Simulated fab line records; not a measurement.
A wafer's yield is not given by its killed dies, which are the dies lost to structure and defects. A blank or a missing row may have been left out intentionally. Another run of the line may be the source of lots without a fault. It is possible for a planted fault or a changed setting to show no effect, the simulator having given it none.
Struck lot and sound lot, side by side :: flow nandHarc :: 18 out of 1159 route steps
Sound: the wafers L359.3, L359.4, L359.6. Struck: wafer L367.5. (L367.1, L367.4 of the same lot were not struck and are left out.) The cause comes at the end.
At each step with rows: each side's tool, then ch and its chambers, then its first start. Under that, the readings that differ: sound wafers :: struck wafers :: difference of the means :: sigmas: that difference in standard deviations of wafers without a fault.
alike: same words and numbers on both sides, and readings whose means sit less than 2 such deviations apart. not compared: any withheld reading, any reading some wafer has no value for, any bound like >300 that may hide the same value, and any number with overlapping values for which the record gives no deviation.
The two part at a step that has a row with sigmas, a row that says differs or no value, or rows on one side only. When numbers do not overlap yet have no deviation, they are printed without sigmas and do not part them. A reading missing from all wafers of one side parts the sides only when that side holds two or more wafers.

first, 6 steps without rows for these wafers: NHARC_THIN_TSV_COAT_27; NHARC_THIN_TSV_SOFTBAKE_28 (time 95 s); NHARC_THIN_TSV_EBR_29; NHARC_THIN_TSV_EXPOSE_30 (exposes mask PAD); NHARC_THIN_TSV_PEB_31 (peb time 85 s); NHARC_THIN_TSV_DEVELOP_32 (time 70 s).
NHARC_THIN_TSV_CD_MEAS_33: the cd target is 5000 nm.
  sound on cdSem-01 ch 0, day 22 04:08; struck on cdSem-02 ch 0, day 23 13:25
  alike: cdNm
then, 1 step without rows for these wafers: NHARC_THIN_TSV_HARDBAKE_34 (time 80 s).
NHARC_THIN_TSV_DESCUM_35: chemistry O2, time 3 s.
  sound on rieDiel-08 ch 0,2, day 22 04:17; struck on rieDiel-08 ch 3, day 23 13:34
  alike: drypumpMotorCurrentA, oesProductAu, rfVppV, showerheadPlenumPTorr, throttleValvePct
  not compared: rfHoursCounterH
NHARC_THIN_TSV_ETCH_59: etches the open film in Cl2/BCl3, target depth 880 nm, time 138.1 s.
  sound on rieMetal-02 ch 0,1, day 22 04:29; struck on rieMetal-03 ch 1, day 23 13:44
  alike: bcl3FlowSccm, drypumpMotorCurrentA, oesProductAu, throttleValvePct
  not compared: rfHoursCounterH
NHARC_THIN_TSV_ETCH_36: etches the open film in Cl2/BCl3, target depth 65 nm, time 18.571 s.
  sound on rieMetal-02 ch 0,1, day 22 04:41; struck on rieMetal-03 ch 1, day 23 13:58
  alike: drypumpMotorCurrentA, oesProductAu
  not compared: rfHoursCounterH
NHARC_THIN_TSV_STRIP_56: strips in O2.
  sound on plasmaAsher-02 ch 0,1, day 22 04:52; struck on plasmaAsher-01 ch 0, day 23 15:03
  alike: drypumpMotorCurrentA, heaterPowerW
  not compared: rfHoursCounterH
NHARC_THIN_TSV_STRIP_57: strips in post etch residue remover, time 1200 s.
  sound on wetBench-08 ch 1,2,5, day 22 05:07; struck on wetBench-08 ch 1, day 23 15:21
  alike: bathGuardTempC
NHARC_THIN_TSV_CD_MEAS_37:
  sound on cdSem-02, day 22 05:34; struck on cdSem-03, day 23 15:49
  alike: cdNm
then, 1 step without rows for these wafers: NHARC_THIN_TSV_ANNEAL_58 (time 1800 s).
NHARC_THIN_TSV_INSPECT_40:
  sound on defectInspect-02, day 22 10:01; struck on defectInspect-01, day 23 22:38
reading: rawDefectCount
sound: 531 513 481
struck: 777
difference: +269
sigmas: +3
NHARC_END_WLT_00:
  sound on prober-02, day 22 11:04; struck on prober-01, day 24 00:24
  alike: VT_DECK1_BOTTOM, VT_DECK1_BOTTOM_INNER, VT_DECK1_MEDIAN_NEAR_BOTTOM, VT_DECK1_MEDIAN_NEAR_BOTTOM_INNER, VT_DECK1_MIDDLE, VT_DECK1_MIDDLE_INNER, VT_DECK1_TOP, VT_DECK1_TOP_INNER
NHARC_END_SORT_01:
  the record has rows for the struck wafers here (prober-01 ch 0, day 24 05:04) and none for the sound ones

## WHERE THEY PART
At NHARC_THIN_TSV_INSPECT_40 first; at NHARC_END_SORT_01 last (within this record only).

WHY: what the simulator had put in
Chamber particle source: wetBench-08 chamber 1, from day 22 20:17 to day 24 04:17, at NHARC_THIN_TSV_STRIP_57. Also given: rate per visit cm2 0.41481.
